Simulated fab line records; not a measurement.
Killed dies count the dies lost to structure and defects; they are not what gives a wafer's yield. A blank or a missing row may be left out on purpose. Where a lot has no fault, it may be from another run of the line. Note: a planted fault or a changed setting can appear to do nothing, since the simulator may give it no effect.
Matching of chambers -- flow n5-finfet -- rie-diel-04 running N5_PMOS_HMC_CHANNEL_EPI_ETCH_32: 4 sister chambers
The step etches BARC in N2/H2, stops on SiO2, target depth 85.8 nm, time 50.3 s. 18 wafers are shown with their chamber, then 9 later ones without.

== WAFERS PAIRED WITH THEIR CHAMBERS ==
wafer,chamber,drypump-motor-current-A (A),throttle-valve-pct (%),showerhead-plenum-p-Torr (Torr)
L074.2,2,6.5,18.29,2.51
L074.3,3,5.1,18.20,2.56
L074.6,1,5.9,17.85,2.65
L080.1,2,6.5,18.32,2.50
L080.3,1,5.9,17.86,2.64
L080.5,2,6.5,18.34,2.50
L081.2,0,5.6,17.81,2.50
L081.3,2,6.5,18.31,2.50
L081.6,2,6.6,18.33,2.50
L083.3,0,5.6,17.81,2.50
L083.5,1,5.9,17.89,2.64
L083.6,2,6.6,18.34,2.50
L084.2,2,6.5,18.35,2.50
L084.5,1,5.9,17.89,2.63
L084.6,2,6.5,18.34,2.49
L088.1,0,5.6,17.85,2.49
L088.2,1,5.9,17.91,2.63
L088.4,1,5.9,17.91,2.63

SIGNATURES, as means of the wafers listed above
reading,chamber 0,chamber 1,chamber 2,chamber 3,scatter within a chamber
drypump-motor-current-A,5.600,5.900,6.525,5.100,0.0327
throttle-valve-pct,17.8233,17.8850,18.3275,18.2000,0.0223
showerhead-plenum-p-Torr,2.4967,2.6367,2.5000,2.5600,0.00655
Rule: for each reading, subtract the chamber's mean from the wafer's reading, divide by that reading's scatter and square the result; add these up over the readings and take the root, which gives the wafer's distance from the chamber. The wafer belongs to the nearest chamber; if the next one is less than 2 further off, it can't be placed. How the scatter is found: for the shown wafers, subtract from each reading the mean of its chamber, square and add these, divide the total by (wafers less chambers), then take the root.

== WAFERS MISSING THEIR CHAMBER ==
wafer,drypump-motor-current-A (A),throttle-valve-pct (%),showerhead-plenum-p-Torr (Torr)
L091.1,6.5,18.37,2.49
L091.4,5.6,17.85,2.49
L091.5,5.9,17.91,2.63
L094.1,5.9,17.92,2.62
L094.4,5.9,17.93,2.62
L094.5,5.6,17.87,2.49
L095.2,5.6,17.87,2.49
L095.4,5.6,17.87,2.49
L095.6,5.9,17.93,2.62

== CHAMBER TAKEN BY EACH ==
wafer,from the rows above,in truth
L091.1,2,2
L091.4,0,0
L091.5,1,1
L094.1,1,1
L094.4,1,1
L094.5,0,0
L095.2,0,0
L095.4,0,0
L095.6,1,1
9 of 9 placed correctly. Can't be placed from these rows: 0. Wrongly placed: 0.
